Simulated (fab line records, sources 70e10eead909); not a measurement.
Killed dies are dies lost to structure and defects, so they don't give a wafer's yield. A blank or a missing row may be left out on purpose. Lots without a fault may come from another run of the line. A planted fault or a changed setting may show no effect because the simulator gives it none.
fab line records | flow nand_harc
record lots=5 wafers=15 last_day=24
route steps=1159 shown P_STI@107 P_GATE@110 END@1159
lots that met no fault: from a run of the same line without faults
start_h: hours from the record's first day to the start of the lot's first wafer shown | wait_h: hours since the lot's step before | " the same as in the row above | L1.1+2: a row that stands for several wafers | - no value, or no start given | * or withheld: withheld | < > ~ a bound
route shown NAME@n: a module of which the file shows steps, and the number in the route of the first | usual: mean/standard deviation of fault-free wafers | same: alike in all rows | chamber/n: place in a boat | sites: the reading at each site | _std_site: their standard deviation | _edge_site: outer sites' mean less inner sites' | radius_mm: how far each site lies from the wafer's centre | mask NAME#n: copy n | behind: the tool/chamber that last shaped the wafer | hold: why the lot was held/for how many hours/how that ended | device: the transistor (n, p or np) that didn't switch | end of line: the same wafers' tests at the end of the route | a step without rows: its recipe alone | killed: dies lost to structure and defects at the first sort, not the wafer's yield | map: a wafer's dies, x killed, . not, _ none there
set.NAME: the setting as run; set.NAME@STEP: as run at that earlier step | model.NAME: the simulator's own value behind a step, which no gauge read
lots at some steps of the route; a table a step, a row a wafer
services: from which hour (start_h, from the record's first day; less than 0 if before it) a tool's chamber was out of use, for how many hours, and why
## steps
# step NHARC_P_STI_SRD_39
# step NHARC_P_STI_OXIDE_40
# recipe target_thk_a=100 temp_c=900 ox_time_s=1362 material=SiO2
# step NHARC_P_STI_INSPECT_25
# usual raw_defect_count=218/70
# columns lot.wafer tool chamber start_h wait_h raw_defect_count
L860.1 defect_inspect-02 - 91.23 0.4 169
L860.2 " - " " 176
L860.4 " - " " 165
L859.1 defect_inspect-01 - 91.23 0.4 137
L859.3 " - " " 307
L859.6 " - " " 172
L871.1 defect_inspect-02 - 163.30 0.4 233
L871.2 " - " " 287
L871.5 " - " " 240
L877.1 defect_inspect-02 - 197.62 0.4 304
L877.2 " - " " 329
L877.4 " - " " 274
L878.3 defect_inspect-02 - 205.34 0.4 200
L878.5 " - " " 186
L878.6 " - " " 277
# step NHARC_P_GATE_ETCH_69
# recipe target_depth_a=140 chemistry=dHF material=SiO2
# step NHARC_P_GATE_PRECLEAN_70
# recipe time_s=* temp_c=50 bath_age_min=0 chemistry=SC1
# step NHARC_P_GATE_SRD_01
# step NHARC_P_GATE_OXIDE_02
# recipe target_thk_a=375 temp_c=950 p_h2o_torr=720 ox_time_s=365 material=SiO2
# step NHARC_P_GATE_DEHYDRATE_03
# recipe temp_c=150 time_s=120
# step NHARC_P_GATE_HMDS_04
# recipe time_s=30
# step NHARC_P_GATE_COAT_05
# recipe spin_rpm=4690
# step NHARC_P_GATE_SOFTBAKE_06
# recipe temp_c=122 time_s=95
# step NHARC_P_GATE_EBR_07
# step NHARC_P_GATE_EXPOSE_08
# recipe na=0.6 dose_mj=16.75 mask_id=P_HV
# usual exposure_dose_mJ_cm2=16.748/0.018 stage_vel_mm_s=499.97/0.24
# columns lot.wafer tool chamber start_h wait_h mask exposure_dose_mJ_cm2 stage_vel_mm_s
L859.1 krf_scanner-02 0 99.03 - P_HV#0 16.750 499.88
L859.3 " 0 " " P_HV#0 16.738 500.01
L859.6 " 0 " " P_HV#0 16.762 499.62
L860.1 krf_scanner-01 0 99.35 - P_HVPW#0 16.755 500.09
L860.2 " 0 " " P_HVPW#0 16.741 500.22
L860.4 " 0 " " P_HVPW#0 16.758 500.08
L871.1 krf_scanner-01 0 171.31 - P_HV#0 16.738 499.80
L871.2 " 0 " " P_HV#0 16.716 499.91
L871.5 " 0 " " P_HV#0 16.753 499.68
L877.1 krf_scanner-04 0 206.39 - P_HV#0 16.751 500.11
L877.2 " 0 " " P_HV#0 16.739 499.68
L877.4 " 0 " " P_HV#0 16.740 499.44
L878.3 krf_scanner-01 0 213.24 - P_HV#0 16.766 499.97
L878.5 " 0 " " P_HV#0 16.711 500.02
L878.6 " 0 " " P_HV#0 16.732 500.06
# step NHARC_P_GATE_PEB_09
# recipe peb_temp_c=118 peb_time_s=85
# step NHARC_P_GATE_DEVELOP_10
# recipe time_s=70
# step NHARC_P_GATE_CD_MEAS_11
# recipe target_cd_nm=1640 landing_energy_ev=500
# usual cd_nm=1640.4/1.5
# same landing_energy_ev=500
# columns lot.wafer tool chamber start_h wait_h cd_nm
L859.1 cd_sem-03 0 99.19 - 1639.9
L859.3 " 0 " " 1639.3
L859.6 " 0 " " 1639.4
L860.1 cd_sem-01 0 99.51 - -
L860.2 " 0 " " -
L860.4 " 0 " " -
L871.1 cd_sem-02 0 171.46 - 1638.7
L871.2 " 0 " " 1641.0
L871.5 " 0 " " 1639.3
L877.1 cd_sem-01 0 206.55 - 1641.6
L877.2 " 0 " " 1640.4
L877.4 " 0 " " 1641.8
L878.3 cd_sem-01 0 213.40 - 1641.0
L878.5 " 0 " " 1639.4
L878.6 " 0 " " 1640.4
# step NHARC_P_GATE_HARDBAKE_12
# recipe temp_c=125 time_s=80
# step NHARC_END_SORT_01
# recipe temp_c=25
# usual killed_at_array=29/11 killed_at_other=0.7/1.1 killed_at_periphery=2.9/2.2 killed_dies=33/11 killed_open=3.1/1.8 killed_short=1.9/1.4
# same gross_dies=677
# columns lot.wafer tool chamber start_h wait_h hold killed_at_array killed_at_other killed_at_periphery killed_dies killed_open killed_short
L859.1 prober-01 0 456.29 2.5 - 9 0 0 9 3 1
L859.3 prober-01 0 457.89 3.1 - 5 1 2 8 4 1
L859.6 prober-01 0 460.28 4.0 - 10 1 0 11 4 3
L860.1 prober-01 0 464.02 2.5 await_dispo/4.4h/scrap 27 0 650 677 3 2
L860.2 prober-01 0 464.82 2.8 await_dispo/4.4h/scrap 36 0 641 677 2 0
L860.4 prober-01 0 466.42 3.4 await_dispo/4.4h/scrap 40 0 637 677 3 2
L871.1 prober-01 0 534.15 2.5 - 44 0 1 45 4 1
L871.2 prober-01 0 534.94 2.8 - 36 0 2 38 0 4
L871.5 prober-01 0 537.32 3.7 - 51 0 5 56 5 3
L877.1 prober-01 0 570.79 2.5 - 26 0 4 30 6 2
L877.2 prober-01 0 571.61 2.8 - 36 1 1 38 3 2
L877.4 prober-01 0 573.24 3.5 - 31 0 1 32 2 3
L878.3 prober-02 0 570.88 3.1 - 28 5 4 37 2 2
L878.5 prober-02 0 572.50 3.7 - 39 3 3 45 2 1
L878.6 prober-02 0 573.32 4.1 - 36 3 2 41 6 5
# killed by level:class
L859.1 A_STAIRCASE:chamber_film_flake=3 A_CHANNEL_HOLE_D1:chamber_film_flake=2 A_CHANNEL_FILL_D1:geometric_particle:short=1 A_CHANNEL_FILL_D1:geometric_particle:open=1 A_SGD_CUT:geometric_particle:open=1 A_WL_FILL:geometric_particle:open=1
L859.3 P_CONTACT:geometric_particle:open=1 P_M2:geometric_particle:open=1 A_CHANNEL_FILL_D1:geometric_particle:short=1 A_CONTACT:geometric_particle:open=1 A_BLC:geometric_particle:open=1 A_CHANNEL_HOLE_D1:chamber_film_flake=1 A_STAIRCASE:chamber_film_flake=1 THIN_TSV:chamber_film_flake=1
L859.6 A_WL_FILL:geometric_particle:short=2 A_CONTACT:geometric_particle:open=2 A_ONON_D1:geometric_particle:open=1 A_CONTACT:geometric_particle:short=1 A_BLC:geometric_particle:open=1 A_CHANNEL_HOLE_D1:chamber_film_flake=1 A_STAIRCASE:chamber_film_flake=1 A_SLIT:chamber_film_flake=1
L860.1 P_GATE:area_expose=647 A_CHANNEL_HOLE_D1:chamber_film_flake=10 A_SLIT:chamber_film_flake=6 A_STAIRCASE:chamber_film_flake=3 A_M0:chamber_film_flake=3 A_SGD_CUT:chamber_film_flake=2 P_CONTACT:geometric_particle:short=1 P_M0:geometric_particle:open=1
L860.2 P_GATE:area_expose=637 A_SLIT:chamber_film_flake=10 A_CHANNEL_HOLE_D1:chamber_film_flake=7 A_SGD_CUT:chamber_film_flake=6 A_STAIRCASE:chamber_film_flake=5 A_CONTACT:chamber_film_flake=5 P_M1:chamber_film_flake=3 A_CHANNEL_FILL_D1:geometric_particle:open=1
L860.4 P_GATE:area_expose=634 A_CHANNEL_HOLE_D1:chamber_film_flake=13 A_SLIT:chamber_film_flake=10 A_SGD_CUT:chamber_film_flake=6 A_STAIRCASE:chamber_film_flake=3 A_CONTACT:geometric_particle:open=2 A_ZERO_WELL:chamber_film_flake=2 A_SOURCE_PLATE:geometric_particle:short=1
L871.1 A_CHANNEL_HOLE_D1:chamber_film_flake=15 A_SLIT:chamber_film_flake=14 A_STAIRCASE:chamber_film_flake=6 A_CONTACT:chamber_film_flake=4 P_M0:geometric_particle:open=1 A_CHANNEL_FILL_D1:geometric_particle:open=1 A_CONTACT:geometric_particle:open=1 A_BLC:geometric_particle:open=1
L871.2 A_CHANNEL_HOLE_D1:chamber_film_flake=15 A_SLIT:chamber_film_flake=14 A_STAIRCASE:chamber_film_flake=2 P_CONTACT:geometric_particle:short=1 A_CHANNEL_FILL_D1:geometric_particle:short=1 A_STAIRCASE:geometric_particle:short=1 A_CONTACT:geometric_particle:short=1 P_STI:chamber_film_flake=1
L871.5 A_CHANNEL_HOLE_D1:chamber_film_flake=23 A_SLIT:chamber_film_flake=20 P_CONTACT:geometric_particle:open=2 A_ONON_D1:geometric_particle:open=2 A_CONTACT:chamber_film_flake=2 P_CONTACT:geometric_particle:short=1 A_ONON_D1:geometric_particle:short=1 A_STAIRCASE:geometric_particle:short=1
L877.1 A_SLIT:chamber_film_flake=15 A_STAIRCASE:chamber_film_flake=4 P_CONTACT:geometric_particle:open=2 A_M0:geometric_particle:open=2 P_CONTACT:geometric_particle:short=1 A_ONON_D1:geometric_particle:open=1 A_WL_FILL:geometric_particle:short=1 A_CONTACT:geometric_particle:open=1
L878.3 A_SLIT:chamber_film_flake=18 A_CHANNEL_HOLE_D1:chamber_film_flake=6 HYBRID_BOND:chamber_film_flake=4 A_WL_FILL:chamber_film_flake=2 P_STI:geometric_particle:short=1 P_GATE:geometric_particle:open=1 P_M0:geometric_particle:short=1 A_WL_FILL:geometric_particle:open=1
L877.2 A_SLIT:chamber_film_flake=19 A_CHANNEL_HOLE_D1:chamber_film_flake=5 A_STAIRCASE:chamber_film_flake=5 A_CONTACT:chamber_film_flake=3 P_GATE:geometric_particle:open=1 A_CHANNEL_FILL_D1:geometric_particle:short=1 A_WL_FILL:geometric_particle:short=1 A_CONTACT:geometric_particle:open=1
L878.5 A_SLIT:chamber_film_flake=17 A_CHANNEL_HOLE_D1:chamber_film_flake=9 A_WL_FILL:chamber_film_flake=5 A_STAIRCASE:chamber_film_flake=3 A_CONTACT:chamber_film_flake=2 HYBRID_BOND:chamber_film_flake=2 P_CONTACT:geometric_particle:open=1 A_CHANNEL_FILL_D1:geometric_particle:open=1
L877.4 A_SLIT:chamber_film_flake=17 A_CHANNEL_HOLE_D1:chamber_film_flake=3 A_STAIRCASE:chamber_film_flake=3 A_CONTACT:chamber_film_flake=3 A_WL_FILL:geometric_particle:short=2 A_CHANNEL_FILL_D1:geometric_particle:short=1 A_CHANNEL_FILL_D1:geometric_particle:open=1 A_CONTACT:geometric_particle:open=1
L878.6 A_SLIT:chamber_film_flake=16 A_CHANNEL_HOLE_D1:chamber_film_flake=8 HYBRID_BOND:chamber_film_flake=3 A_ONON_D1:geometric_particle:open=2 P_CONTACT:geometric_particle:open=1 P_M0:geometric_particle:open=1 A_SGD_CUT:geometric_particle:short=1 A_WL_FILL:geometric_particle:short=1
# map L860.1 (x killed, . not)
____________x____________
_________xxxxxxx_________
_______xxxxxxxxxxx_______
______xxxxxxxxxxxxx______
_____xxxxxxxxxxxxxxx_____
____xxxxxxxxxxxxxxxxx____
____xxxxxxxxxxxxxxxxx____
___xxxxxxxxxxxxxxxxxxx___
___xxxxxxxxxxxxxxxxxxx___
__xxxxxxxxxxxxxxxxxxxxx__
__xxxxxxxxxxxxxxxxxxxxx__
_xxxxxxxxxxxxxxxxxxxxxxx_
_xxxxxxxxxxxxxxxxxxxxxxx_
_xxxxxxxxxxxxxxxxxxxxxxx_
_xxxxxxxxxxxxxxxxxxxxxxx_
_xxxxxxxxxxxxxxxxxxxxxxx_
xxxxxxxxxxxxxxxxxxxxxxxxx
xxxxxxxxxxxxxxxxxxxxxxxxx
xxxxxxxxxxxxxxxxxxxxxxxxx
xxxxxxxxxxxxxxxxxxxxxxxxx
xxxxxxxxxxxxxxxxxxxxxxxxx
_xxxxxxxxxxxxxxxxxxxxxxx_
_xxxxxxxxxxxxxxxxxxxxxxx_
_xxxxxxxxxxxxxxxxxxxxxxx_
_xxxxxxxxxxxxxxxxxxxxxxx_
_xxxxxxxxxxxxxxxxxxxxxxx_
__xxxxxxxxxxxxxxxxxxxxx__
__xxxxxxxxxxxxxxxxxxxxx__
___xxxxxxxxxxxxxxxxxxx___
___xxxxxxxxxxxxxxxxxxx___
____xxxxxxxxxxxxxxxxx____
____xxxxxxxxxxxxxxxxx____
_____xxxxxxxxxxxxxxx_____
______xxxxxxxxxxxxx______
_______xxxxxxxxxxx_______
_________xxxxxxx_________
____________x____________
# map L871.5 (x killed, . not)
____________.____________
_________.x.xx.._________
_______....x.x...._______
______....xxxxx....______
_____.....xxxx......_____
____....x....xx......____
____.....x.xxx.......____
___.........x.........___
___.......x...x.......___
__.....................__
__.....................__
_..........x.....x......_
_......................._
_......................._
_......................._
_......................._
.................x.......
.....x...................
.........................
.........................
.........................
_............x.........._
_.....................x._
_......................._
_......................._
_......................._
__.....x......xx...x.x.__
__....x................__
___.x..xx.............___
___..x.xx.............___
____xx.x.............____
____..x.xxx..........____
_____.xxxx.........._____
______......x......______
_______.x........._______
_________x......_________
____________.____________
## services
# columns tool chamber start_h hours kind
krf_scanner-02 0 84.38 - calibration
krf_scanner-01 - 87.06 4.0 pm
krf_scanner-04 0 87.24 - calibration
krf_scanner-01 - 103.81 1.0 repair
krf_scanner-04 - 108.34 18.4 repair
krf_scanner-01 - 127.72 4.4 repair
krf_scanner-01 - 134.09 2.3 repair
krf_scanner-02 - 159.96 4.6 repair
krf_scanner-01 0 206.67 - calibration
krf_scanner-02 - 210.00 4.0 pm
krf_scanner-01 - 212.28 0.2 repair
## key
first_sign step=NHARC_P_GATE_EXPOSE_08 reading=mask direction=changed
effect step=NHARC_P_GATE_CD_MEAS_11 reading=cd_nm direction=missing
effect step=NHARC_END_SORT_01 reading=killed_at_periphery direction=up sigmas=99+ usual=2.9 struck=642.7
more_kills_born_at NHARC_P_GATE_EXPOSE_08@krf_scanner-01=1918
met_at NHARC_P_GATE_EXPOSE_08
struck_wafers L860.1,L860.2,L860.4
later_rows_left_out L860.1,L860.2,L860.4
tester_left_out L860
fault kind=wrong_mask tool=any chamber=- onset_h=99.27 steps=NHARC_P_GATE_EXPOSE_08 aux_copy=P_HVPW#0 scope=struck_lots_only
# tester_left_out: of these lots the tester's yield and bins aren't shown, on N5 and GAA mostly nor the transistor test; their killed dies are dies lost to structure and defects alone, not to doping, threshold or leakage, so they don't give the yield
# later_rows_left_out: the simulator's readings of these wafers behind a module that went badly wrong aren't trusted and aren't shown, but for the sort
